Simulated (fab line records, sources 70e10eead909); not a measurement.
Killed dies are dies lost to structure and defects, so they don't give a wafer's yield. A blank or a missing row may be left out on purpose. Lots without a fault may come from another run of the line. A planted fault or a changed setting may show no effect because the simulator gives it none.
Chamber matching | flow nand_harc | NHARC_P_GATE_DESCUM_48 on rie_diel-10: 4 sister chambers
The step chemistry O2, time 3 s. 4 wafers are shown with their chamber, then 10 later ones without.

WAFERS WITH THEIR CHAMBER
wafer  | chamber | drypump_motor_current_A (A)
L085.2 | 2       | 5.5
L088.6 | 3       | 5.8
L090.1 | 0       | 5.4
L090.4 | 1       | 6.0

WAFERS WITHOUT THEIR CHAMBER
wafer  | drypump_motor_current_A (A)
L090.5 | 5.5
L092.4 | 5.4
L092.5 | 5.7
L092.6 | 5.4
L094.1 | 5.4
L094.4 | 6.0
L094.5 | 5.3
L095.1 | 5.8
L095.3 | 5.5
L095.4 | 6.0

WHICH CHAMBER EACH WENT THROUGH
wafer  | from the rows above | in truth
L090.5 | 2                   | 2
L092.4 | 0                   | 0
L092.5 | 3                   | 3
L092.6 | 0                   | 0
L094.1 | 0                   | 0
L094.4 | 1                   | 1
L094.5 | 0                   | 0
L095.1 | 3                   | 3
L095.3 | 2                   | 2
L095.4 | 1                   | 1
Placed correctly: 10 of 10. Can't be placed from these rows: 0. Placed wrongly: 0.
How it was worked out, from the rows above alone: a wafer's distance from a chamber is the root of the sum, over the readings, of the square of ((its reading less the chamber's mean) divided by the reading's scatter). The wafer belongs to the nearest chamber; if the next one is less than 2 further off, it can't be placed. A chamber's mean is the mean of its shown wafers. The scatter: with one shown wafer a chamber, the root of the mean of the squares of how far each hidden wafer lies from its nearest shown one.
